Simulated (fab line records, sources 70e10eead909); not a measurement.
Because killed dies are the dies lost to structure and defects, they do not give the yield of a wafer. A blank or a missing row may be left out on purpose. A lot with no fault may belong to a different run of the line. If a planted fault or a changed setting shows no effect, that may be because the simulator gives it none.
One fault seen from 2 desks | flow nand-harc | every desk sees just its own numbers, and what lay behind them comes last

== THE TOOL OWNER'S DESK: pvd-sputter-01 ==
The tool's own readings at NHARC_A_M1_PRE_CLEAN_30 (time 30 s): means of the sampled wafers that have a number, for each lot that ran on this tool. Marked OUT: a lot whose mean sits more than 4 standard deviations from the usual mean, which makes it out of limits; the brackets give that distance.
Columns: A = heater-power-w at NHARC_A_M1_PRE_CLEAN_30, usual 426 W
lot  | first seen here | A
L516 | day 18 12:45    | 437
L518 | day 19 04:07    | 451
L519 | day 19 04:55    | 437
L522 | day 20 05:48    | 450
This desk's finding: nothing out of limits on any of the 4 lots.

== METROLOGY DESK ==
Lot by lot, what the gauges showed, no matter which tool ran the lot: averages of those sampled wafers that carry a number. Marked OUT: a lot whose mean sits more than 4 standard deviations from the usual mean, which makes it out of limits; the brackets give that distance.
Columns: A = cd-nm at NHARC_A_BONDPAD_CD_MEAS_13, usual 499.0 nm
lot  | first seen here | A
L515 | day 18 15:25    | 497.4
L516 | day 18 16:59    | 498.0
L517 | day 18 20:15    | 498.3
L518 | day 19 08:04    | 499.9
L519 | day 19 08:55    | 502.2
L522 | day 20 09:49    | 501.7
L531 | day 22 09:11    | 503.6
L528 | day 22 12:02    | 497.2
L530 | day 23 00:19    | 497.8
L532 | day 23 00:41    | 495.3
L534 | day 23 08:34    | 497.2
L537 | day 24 00:35    | 499.5
This desk's finding: nothing out of limits on any of the 12 lots.

== ALL TOGETHER ==
Nothing out of limits was seen by the tool owner's desk.
At the metrology desk, nothing out of limits was observed.

== WHAT THE SIMULATOR HAD INSERTED ==
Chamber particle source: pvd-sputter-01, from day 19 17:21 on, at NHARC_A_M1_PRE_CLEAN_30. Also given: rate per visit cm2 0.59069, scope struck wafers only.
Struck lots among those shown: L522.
